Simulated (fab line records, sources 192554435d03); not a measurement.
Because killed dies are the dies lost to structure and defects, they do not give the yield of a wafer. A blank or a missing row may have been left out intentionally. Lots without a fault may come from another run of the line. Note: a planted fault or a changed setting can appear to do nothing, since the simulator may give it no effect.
Which of the tools did it? :: flow n5Finfet :: 72 wafers from 24 lots sampled at 5 of the route's 1938 steps

== WHAT THE GAUGES SHOWED, per wafer ==
N5_BEOL_M4_INSPECT_30: inspects for defects (brightfield).
lot: L074
measured: day 7 12:06
on: defectInspect-02
rawDefectCount: 523 497 552

lot: L075
measured: day 8 02:16
on: defectInspect-02
rawDefectCount: 320 371 417

lot: L076
measured: day 8 09:59
on: defectInspect-02
rawDefectCount: 334 407 381

lot: L077
measured: day 8 15:57
on: defectInspect-02
rawDefectCount: 467 334 558

lot: L078
measured: day 8 22:16
on: defectInspect-01
rawDefectCount: 399 355 410

lot: L079
measured: day 9 15:35
on: defectInspect-01
rawDefectCount: 293 339 422

lot: L080
measured: day 9 16:18
on: defectInspect-01
rawDefectCount: 449 454 547

lot: L081
measured: day 9 20:21
on: defectInspect-02
rawDefectCount: 430 447 353

lot: L082
measured: day 9 23:22
on: defectInspect-01
rawDefectCount: 399 410 423

lot: L083
measured: day 10 02:23
on: defectInspect-01
rawDefectCount: 391 459 444

lot: L084
measured: day 10 03:46
on: defectInspect-02
rawDefectCount: 465 506 457

lot: L085
measured: day 10 07:50
on: defectInspect-01
rawDefectCount: 477 383 335

lot: L086
measured: day 10 23:00
on: defectInspect-02
rawDefectCount: 407 377 467

lot: L087
measured: day 11 00:17
on: defectInspect-01
rawDefectCount: 415 398 474

lot: L088
measured: day 11 12:07
on: defectInspect-02
rawDefectCount: 454 327 444

lot: L089
measured: day 11 16:59
on: defectInspect-01
rawDefectCount: 243 430 484

lot: L090
measured: day 11 18:01
on: defectInspect-02
rawDefectCount: 328 295 473

lot: L093
measured: day 12 05:35
on: defectInspect-02
rawDefectCount: 430 425 387

lot: L091
measured: day 12 11:19
on: defectInspect-01
rawDefectCount: 847 445 462

lot: L094
measured: day 13 13:01
on: defectInspect-02
rawDefectCount: 460 494 469

lot: L096
measured: day 13 15:28
on: defectInspect-02
rawDefectCount: 564 885 561

lot: L092
measured: day 13 17:54
on: defectInspect-02
rawDefectCount: 545 504 584

lot: L095
measured: day 13 18:36
on: defectInspect-02
rawDefectCount: 372 310 308

lot: L097
measured: day 13 18:52
on: defectInspect-01
rawDefectCount: 347 363 534

== WHAT TOOL EACH LOT RAN ON (gives the tool, then ch and the chambers of the sampled wafers, and finally the start) ==
lot: L074
N5_BEOL_M3_SPUTTER_86: pvdSputter-01, day 7 07:18
N5_BEOL_M3_ANNEAL_87: pvdSputter-01, day 7 07:23
N5_BEOL_M3_ANNEAL_91: pvdSputter-01, day 7 07:49
N5_BEOL_M4_STRIP_19: rieDiel-04 ch 0,2,3, day 7 11:37

lot: L075
N5_BEOL_M3_SPUTTER_86: pvdSputter-02, day 7 19:34
N5_BEOL_M3_ANNEAL_87: pvdSputter-02, day 7 19:38
N5_BEOL_M3_ANNEAL_91: pvdSputter-02, day 7 20:05
N5_BEOL_M4_STRIP_19: rieDiel-04 ch 0,3, day 8 01:40

lot: L076
N5_BEOL_M3_SPUTTER_86: pvdSputter-03, day 8 05:13
N5_BEOL_M3_ANNEAL_87: pvdSputter-03, day 8 05:17
N5_BEOL_M3_ANNEAL_91: pvdSputter-03, day 8 05:44
N5_BEOL_M4_STRIP_19: rieDiel-01 ch 0,2,3, day 8 09:30

lot: L077
N5_BEOL_M3_SPUTTER_86: pvdSputter-01, day 8 11:12
N5_BEOL_M3_ANNEAL_87: pvdSputter-01, day 8 11:17
N5_BEOL_M3_ANNEAL_91: pvdSputter-01, day 8 11:43
N5_BEOL_M4_STRIP_19: rieDiel-02 ch 0,2,3, day 8 15:20

lot: L078
N5_BEOL_M3_SPUTTER_86: pvdSputter-02, day 8 15:55
N5_BEOL_M3_ANNEAL_87: pvdSputter-02, day 8 16:00
N5_BEOL_M3_ANNEAL_91: pvdSputter-02, day 8 16:26
N5_BEOL_M4_STRIP_19: rieDiel-04 ch 2,3, day 8 21:48

lot: L079
N5_BEOL_M3_SPUTTER_86: pvdSputter-02, day 9 10:13
N5_BEOL_M3_ANNEAL_87: pvdSputter-02, day 9 10:18
N5_BEOL_M3_ANNEAL_91: pvdSputter-02, day 9 10:44
N5_BEOL_M4_STRIP_19: rieDiel-01 ch 0,1,3, day 9 15:07

lot: L080
N5_BEOL_M3_SPUTTER_86: pvdSputter-02, day 9 12:14
N5_BEOL_M3_ANNEAL_87: pvdSputter-02, day 9 12:19
N5_BEOL_M3_ANNEAL_91: pvdSputter-02, day 9 12:46
N5_BEOL_M4_STRIP_19: rieDiel-01 ch 0,2,3, day 9 15:47

lot: L081
N5_BEOL_M3_SPUTTER_86: pvdSputter-03, day 9 15:48
N5_BEOL_M3_ANNEAL_87: pvdSputter-03, day 9 15:53
N5_BEOL_M3_ANNEAL_91: pvdSputter-03, day 9 16:19
N5_BEOL_M4_STRIP_19: rieDiel-02 ch 1,2, day 9 19:44

lot: L082
N5_BEOL_M3_SPUTTER_86: pvdSputter-01, day 9 16:37
N5_BEOL_M3_ANNEAL_87: pvdSputter-01, day 9 16:41
N5_BEOL_M3_ANNEAL_91: pvdSputter-01, day 9 17:08
N5_BEOL_M4_STRIP_19: rieDiel-02 ch 0,2,3, day 9 22:46

lot: L083
N5_BEOL_M3_SPUTTER_86: pvdSputter-03, day 9 19:59
N5_BEOL_M3_ANNEAL_87: pvdSputter-03, day 9 20:04
N5_BEOL_M3_ANNEAL_91: pvdSputter-03, day 9 20:30
N5_BEOL_M4_STRIP_19: rieDiel-01 ch 1,2, day 10 01:53

lot: L084
N5_BEOL_M3_SPUTTER_86: pvdSputter-03, day 9 23:17
N5_BEOL_M3_ANNEAL_87: pvdSputter-03, day 9 23:22
N5_BEOL_M3_ANNEAL_91: pvdSputter-03, day 9 23:48
N5_BEOL_M4_STRIP_19: rieDiel-04 ch 2,3, day 10 03:13

lot: L085
N5_BEOL_M3_SPUTTER_86: pvdSputter-01, day 10 03:07
N5_BEOL_M3_ANNEAL_87: pvdSputter-01, day 10 03:11
N5_BEOL_M3_ANNEAL_91: pvdSputter-01, day 10 03:38
N5_BEOL_M4_STRIP_19: rieDiel-01 ch 0,2,3, day 10 07:20

lot: L086
N5_BEOL_M3_SPUTTER_86: pvdSputter-01, day 10 16:50
N5_BEOL_M3_ANNEAL_87: pvdSputter-01, day 10 16:55
N5_BEOL_M3_ANNEAL_91: pvdSputter-01, day 10 17:21
N5_BEOL_M4_STRIP_19: rieDiel-02 ch 0,2,3, day 10 22:24

lot: L087
N5_BEOL_M3_SPUTTER_86: pvdSputter-03, day 10 19:43
N5_BEOL_M3_ANNEAL_87: pvdSputter-03, day 10 19:47
N5_BEOL_M3_ANNEAL_91: pvdSputter-03, day 10 20:14
N5_BEOL_M4_STRIP_19: rieDiel-04 ch 0,1,3, day 10 23:48

lot: L088
N5_BEOL_M3_SPUTTER_86: pvdSputter-03, day 11 07:43
N5_BEOL_M3_ANNEAL_87: pvdSputter-03, day 11 07:47
N5_BEOL_M3_ANNEAL_91: pvdSputter-03, day 11 08:14
N5_BEOL_M4_STRIP_19: rieDiel-04 ch 0,2,3, day 11 11:29

lot: L089
N5_BEOL_M3_SPUTTER_86: pvdSputter-03, day 11 12:14
N5_BEOL_M3_ANNEAL_87: pvdSputter-03, day 11 12:19
N5_BEOL_M3_ANNEAL_91: pvdSputter-03, day 11 12:46
N5_BEOL_M4_STRIP_19: rieDiel-04 ch 0,3, day 11 16:22

lot: L090
N5_BEOL_M3_SPUTTER_86: pvdSputter-02, day 11 12:41
N5_BEOL_M3_ANNEAL_87: pvdSputter-02, day 11 12:46
N5_BEOL_M3_ANNEAL_91: pvdSputter-02, day 11 13:12
N5_BEOL_M4_STRIP_19: rieDiel-01 ch 0,3, day 11 17:32

lot: L093
N5_BEOL_M3_SPUTTER_86: pvdSputter-03, day 11 23:35
N5_BEOL_M3_ANNEAL_87: pvdSputter-03, day 11 23:40
N5_BEOL_M3_ANNEAL_91: pvdSputter-03, day 12 00:06
N5_BEOL_M4_STRIP_19: rieDiel-01 ch 1,2, day 12 04:59

lot: L091
N5_BEOL_M3_SPUTTER_86: pvdSputter-03, day 12 05:35
N5_BEOL_M3_ANNEAL_87: pvdSputter-03, day 12 05:40
N5_BEOL_M3_ANNEAL_91: pvdSputter-03, day 12 06:07
N5_BEOL_M4_STRIP_19: rieDiel-02 ch 0,2, day 12 10:50

lot: L094
N5_BEOL_M3_SPUTTER_86: pvdSputter-01, day 13 09:02
N5_BEOL_M3_ANNEAL_87: pvdSputter-01, day 13 09:07
N5_BEOL_M3_ANNEAL_91: pvdSputter-01, day 13 09:34
N5_BEOL_M4_STRIP_19: rieDiel-01 ch 0,2, day 13 12:33

lot: L096
N5_BEOL_M3_SPUTTER_86: pvdSputter-03, day 13 09:46
N5_BEOL_M3_ANNEAL_87: pvdSputter-03, day 13 09:50
N5_BEOL_M3_ANNEAL_91: pvdSputter-03, day 13 10:17
N5_BEOL_M4_STRIP_19: rieDiel-02 ch 1,3, day 13 14:59

lot: L092
N5_BEOL_M3_SPUTTER_86: pvdSputter-02, day 13 12:16
N5_BEOL_M3_ANNEAL_87: pvdSputter-02, day 13 12:20
N5_BEOL_M3_ANNEAL_91: pvdSputter-02, day 13 12:47
N5_BEOL_M4_STRIP_19: rieDiel-04 ch 0,1,2, day 13 17:18

lot: L095
N5_BEOL_M3_SPUTTER_86: pvdSputter-03, day 13 12:43
N5_BEOL_M3_ANNEAL_87: pvdSputter-03, day 13 12:48
N5_BEOL_M3_ANNEAL_91: pvdSputter-03, day 13 13:14
N5_BEOL_M4_STRIP_19: rieDiel-04 ch 0,1,3, day 13 17:57

lot: L097
N5_BEOL_M3_SPUTTER_86: pvdSputter-02, day 13 14:06
N5_BEOL_M3_ANNEAL_87: pvdSputter-02, day 13 14:11
N5_BEOL_M3_ANNEAL_91: pvdSputter-02, day 13 14:37
N5_BEOL_M4_STRIP_19: rieDiel-02 ch 0,3, day 13 18:16
- N5_BEOL_M3_SPUTTER_86: material Cu, target thk 4.5 nm, time 8.29 s.
- N5_BEOL_M3_ANNEAL_87: time 240 s.
- N5_BEOL_M3_ANNEAL_91: time 240 s.
- N5_BEOL_M4_STRIP_19: strips in O2.

== WHAT THE TOOLS THEMSELVES READ (means of the sampled wafers that have a number; where no wafer has one, the mark that the record gives instead) ==
N5_BEOL_M3_SPUTTER_86.
lot: L074
tool: pvdSputter-01
chamberPressurePa (Pa): 0.07
throttleValvePct (%): 30.2

lot: L075
tool: pvdSputter-02
chamberPressurePa (Pa): 0.07
throttleValvePct (%): 30.2

lot: L076
tool: pvdSputter-03
chamberPressurePa (Pa): 0.07
throttleValvePct (%): 28.6

lot: L077
tool: pvdSputter-01
chamberPressurePa (Pa): 0.07
throttleValvePct (%): 29.9

lot: L078
tool: pvdSputter-02
chamberPressurePa (Pa): 0.07
throttleValvePct (%): 30.8

lot: L079
tool: pvdSputter-02
chamberPressurePa (Pa): 0.07
throttleValvePct (%): 30.9

lot: L080
tool: pvdSputter-02
chamberPressurePa (Pa): 0.07
throttleValvePct (%): 30.9

lot: L081
tool: pvdSputter-03
chamberPressurePa (Pa): 0.07
throttleValvePct (%): 29.5

lot: L082
tool: pvdSputter-01
chamberPressurePa (Pa): 0.07
throttleValvePct (%): 30.3

lot: L083
tool: pvdSputter-03
chamberPressurePa (Pa): 0.07
throttleValvePct (%): 29.2

lot: L084
tool: pvdSputter-03
chamberPressurePa (Pa): 0.07
throttleValvePct (%): 28.6

lot: L085
tool: pvdSputter-01
chamberPressurePa (Pa): 0.07
throttleValvePct (%): 29.8

lot: L086
tool: pvdSputter-01
chamberPressurePa (Pa): 0.07
throttleValvePct (%): 30.1

lot: L087
tool: pvdSputter-03
chamberPressurePa (Pa): 0.07
throttleValvePct (%): 29.0

lot: L088
tool: pvdSputter-03
chamberPressurePa (Pa): 0.07
throttleValvePct (%): 28.8

lot: L089
tool: pvdSputter-03
chamberPressurePa (Pa): 0.07
throttleValvePct (%): 29.8

lot: L090
tool: pvdSputter-02
chamberPressurePa (Pa): 0.07
throttleValvePct (%): 29.7

lot: L093
tool: pvdSputter-03
chamberPressurePa (Pa): 0.07
throttleValvePct (%): 28.9

lot: L091
tool: pvdSputter-03
chamberPressurePa (Pa): 0.07
throttleValvePct (%): 29.4

lot: L094
tool: pvdSputter-01
chamberPressurePa (Pa): 0.07
throttleValvePct (%): 30.2

lot: L096
tool: pvdSputter-03
chamberPressurePa (Pa): 0.07
throttleValvePct (%): 29.2

lot: L092
tool: pvdSputter-02
chamberPressurePa (Pa): 0.07
throttleValvePct (%): 30.2

lot: L095
tool: pvdSputter-03
chamberPressurePa (Pa): 0.07
throttleValvePct (%): 29.0

lot: L097
tool: pvdSputter-02
chamberPressurePa (Pa): 0.07
throttleValvePct (%): 30.5

N5_BEOL_M3_ANNEAL_87.
lot: L074
tool: pvdSputter-01
heaterPowerW (W): 817

lot: L075
tool: pvdSputter-02
heaterPowerW (W): 760

lot: L076
tool: pvdSputter-03
heaterPowerW (W): 850

lot: L077
tool: pvdSputter-01
heaterPowerW (W): 773

lot: L078
tool: pvdSputter-02
heaterPowerW (W): 796

lot: L079
tool: pvdSputter-02
heaterPowerW (W): 730

lot: L080
tool: pvdSputter-02
heaterPowerW (W): 784

lot: L081
tool: pvdSputter-03
heaterPowerW (W): 758

lot: L082
tool: pvdSputter-01
heaterPowerW (W): 782

lot: L083
tool: pvdSputter-03
heaterPowerW (W): 816

lot: L084
tool: pvdSputter-03
heaterPowerW (W): 824

lot: L085
tool: pvdSputter-01
heaterPowerW (W): 853

lot: L086
tool: pvdSputter-01
heaterPowerW (W): 804

lot: L087
tool: pvdSputter-03
heaterPowerW (W): 780

lot: L088
tool: pvdSputter-03
heaterPowerW (W): 814

lot: L089
tool: pvdSputter-03
heaterPowerW (W): 894

lot: L090
tool: pvdSputter-02
heaterPowerW (W): 840

lot: L093
tool: pvdSputter-03
heaterPowerW (W): 773

lot: L091
tool: pvdSputter-03
heaterPowerW (W): 967

lot: L094
tool: pvdSputter-01
heaterPowerW (W): 815

lot: L096
tool: pvdSputter-03
heaterPowerW (W): 884

lot: L092
tool: pvdSputter-02
heaterPowerW (W): 835

lot: L095
tool: pvdSputter-03
heaterPowerW (W): 894

lot: L097
tool: pvdSputter-02
heaterPowerW (W): 773

N5_BEOL_M3_ANNEAL_91.
lot: L074
tool: pvdSputter-01
heaterPowerW (W): 822

lot: L075
tool: pvdSputter-02
heaterPowerW (W): 768

lot: L076
tool: pvdSputter-03
heaterPowerW (W): 857

lot: L077
tool: pvdSputter-01
heaterPowerW (W): 758

lot: L078
tool: pvdSputter-02
heaterPowerW (W): 778

lot: L079
tool: pvdSputter-02
heaterPowerW (W): 730

lot: L080
tool: pvdSputter-02
heaterPowerW (W): 779

lot: L081
tool: pvdSputter-03
heaterPowerW (W): 762

lot: L082
tool: pvdSputter-01
heaterPowerW (W): 790

lot: L083
tool: pvdSputter-03
heaterPowerW (W): 816

lot: L084
tool: pvdSputter-03
heaterPowerW (W): 823

lot: L085
tool: pvdSputter-01
heaterPowerW (W): 843

lot: L086
tool: pvdSputter-01
heaterPowerW (W): 807

lot: L087
tool: pvdSputter-03
heaterPowerW (W): 780

lot: L088
tool: pvdSputter-03
heaterPowerW (W): 815

lot: L089
tool: pvdSputter-03
heaterPowerW (W): 881

lot: L090
tool: pvdSputter-02
heaterPowerW (W): 843

lot: L093
tool: pvdSputter-03
heaterPowerW (W): 776

lot: L091
tool: pvdSputter-03
heaterPowerW (W): 963

lot: L094
tool: pvdSputter-01
heaterPowerW (W): 810

lot: L096
tool: pvdSputter-03
heaterPowerW (W): 891

lot: L092
tool: pvdSputter-02
heaterPowerW (W): 851

lot: L095
tool: pvdSputter-03
heaterPowerW (W): 886

lot: L097
tool: pvdSputter-02
heaterPowerW (W): 788

N5_BEOL_M4_STRIP_19.
lot: L074
tool: rieDiel-04
drypumpMotorCurrentA (A): 5.4
oesProductAu (a.u.): 0.89
rfVppV (V): 3.4
showerheadPlenumPTorr (Torr): 2.10
throttleValvePct (%): 16.45

lot: L075
tool: rieDiel-04
drypumpMotorCurrentA (A): 5.9
oesProductAu (a.u.): 0.87
rfVppV (V): 4.4
showerheadPlenumPTorr (Torr): 2.06
throttleValvePct (%): 16.48

lot: L076
tool: rieDiel-01
drypumpMotorCurrentA (A): 6.0
oesProductAu (a.u.): 0.79
rfVppV (V): 3.5
showerheadPlenumPTorr (Torr): 2.06
throttleValvePct (%): 16.63

lot: L077
tool: rieDiel-02
drypumpMotorCurrentA (A): 5.6
oesProductAu (a.u.): 0.78
rfVppV (V): 3.4
showerheadPlenumPTorr (Torr): 2.10
throttleValvePct (%): 16.58

lot: L078
tool: rieDiel-04
drypumpMotorCurrentA (A): 5.0
oesProductAu (a.u.): 0.86
rfVppV (V): 3.2
showerheadPlenumPTorr (Torr): 2.13
throttleValvePct (%): 16.45

lot: L079
tool: rieDiel-01
drypumpMotorCurrentA (A): 5.8
oesProductAu (a.u.): 0.83
rfVppV (V): 3.9
showerheadPlenumPTorr (Torr): 2.10
throttleValvePct (%): 16.63

lot: L080
tool: rieDiel-01
drypumpMotorCurrentA (A): 6.0
oesProductAu (a.u.): 0.79
rfVppV (V): 3.8
showerheadPlenumPTorr (Torr): 2.05
throttleValvePct (%): 16.66

lot: L081
tool: rieDiel-02
drypumpMotorCurrentA (A): 5.8
oesProductAu (a.u.): 0.82
rfVppV (V): 3.5
showerheadPlenumPTorr (Torr): 2.01
throttleValvePct (%): 16.67

lot: L082
tool: rieDiel-02
drypumpMotorCurrentA (A): 5.6
oesProductAu (a.u.): 0.78
rfVppV (V): 3.8
showerheadPlenumPTorr (Torr): 2.09
throttleValvePct (%): 16.60

lot: L083
tool: rieDiel-01
drypumpMotorCurrentA (A): 5.5
oesProductAu (a.u.): 0.81
rfVppV (V): 3.5
showerheadPlenumPTorr (Torr): 2.16
throttleValvePct (%): 16.67

lot: L084
tool: rieDiel-04
drypumpMotorCurrentA (A): 5.0
oesProductAu (a.u.): 0.85
rfVppV (V): 3.8
showerheadPlenumPTorr (Torr): 2.12
throttleValvePct (%): 16.48

lot: L085
tool: rieDiel-01
drypumpMotorCurrentA (A): 6.0
oesProductAu (a.u.): 0.78
rfVppV (V): 3.0
showerheadPlenumPTorr (Torr): 2.05
throttleValvePct (%): 16.66

lot: L086
tool: rieDiel-02
drypumpMotorCurrentA (A): 5.6
oesProductAu (a.u.): 0.76
rfVppV (V): 3.6
showerheadPlenumPTorr (Torr): 2.09
throttleValvePct (%): 16.61

lot: L087
tool: rieDiel-04
drypumpMotorCurrentA (A): 5.7
oesProductAu (a.u.): 0.80
rfVppV (V): 3.9
showerheadPlenumPTorr (Torr): 2.05
throttleValvePct (%): 16.61

lot: L088
tool: rieDiel-04
drypumpMotorCurrentA (A): 5.5
oesProductAu (a.u.): 0.83
rfVppV (V): 3.8
showerheadPlenumPTorr (Torr): 2.09
throttleValvePct (%): 16.52

lot: L089
tool: rieDiel-04
drypumpMotorCurrentA (A): 5.9
oesProductAu (a.u.): 0.82
rfVppV (V): 3.6
showerheadPlenumPTorr (Torr): 2.05
throttleValvePct (%): 16.55

lot: L090
tool: rieDiel-01
drypumpMotorCurrentA (A): 6.2
oesProductAu (a.u.): 0.78
rfVppV (V): 3.2
showerheadPlenumPTorr (Torr): 2.02
throttleValvePct (%): 16.67

lot: L093
tool: rieDiel-01
drypumpMotorCurrentA (A): 5.4
oesProductAu (a.u.): 0.79
rfVppV (V): 3.8
showerheadPlenumPTorr (Torr): 2.15
throttleValvePct (%): 16.70

lot: L091
tool: rieDiel-02
drypumpMotorCurrentA (A): 5.5
oesProductAu (a.u.): 0.78
rfVppV (V): 3.6
showerheadPlenumPTorr (Torr): 2.03
throttleValvePct (%): 16.71

lot: L094
tool: rieDiel-01
drypumpMotorCurrentA (A): 6.0
oesProductAu (a.u.): 0.78
rfVppV (V): 3.4
showerheadPlenumPTorr (Torr): 2.05
throttleValvePct (%): 16.69

lot: L096
tool: rieDiel-02
drypumpMotorCurrentA (A): 6.0
oesProductAu (a.u.): 0.73
rfVppV (V): 3.6
showerheadPlenumPTorr (Torr): 2.11
throttleValvePct (%): 16.59

lot: L092
tool: rieDiel-04
drypumpMotorCurrentA (A): 5.4
oesProductAu (a.u.): 0.79
rfVppV (V): 3.8
showerheadPlenumPTorr (Torr): 2.04
throttleValvePct (%): 16.57

lot: L095
tool: rieDiel-04
drypumpMotorCurrentA (A): 5.7
oesProductAu (a.u.): 0.78
rfVppV (V): 3.3
showerheadPlenumPTorr (Torr): 2.04
throttleValvePct (%): 16.64

lot: L097
tool: rieDiel-02
drypumpMotorCurrentA (A): 5.4
oesProductAu (a.u.): 0.69
rfVppV (V): 3.8
showerheadPlenumPTorr (Torr): 2.09
throttleValvePct (%): 16.68

== THE ANSWER, worked out from the rows above alone ==
Rule: the usual values come from the lots themselves. The widest of any qualifying gaps counts: lots, ordered by their means at a reading, are off when they make up no more than a third of the lots, leave a main group of 4 or more, and stand apart from it by 3 or more times the standard deviation of that group's means. A main group whose means are all the same, to the digits that the tables above print for the reading, isn't used. A lot without any number at a reading at which 4 lots or more have one is off too. Any other lot the step has rows for is counted as sound. The gauges are gone through in route order, then the tools' own readings, and for those a lot's mean is taken as printed above. The first step at which some lot is off is used, and at that step the reading that is off furthest; a lot without a number counts as furthest.
None of the lots is off at any reading shown; this tells nothing.

== WHAT HAD BEEN PUT IN BY THE SIMULATOR ==
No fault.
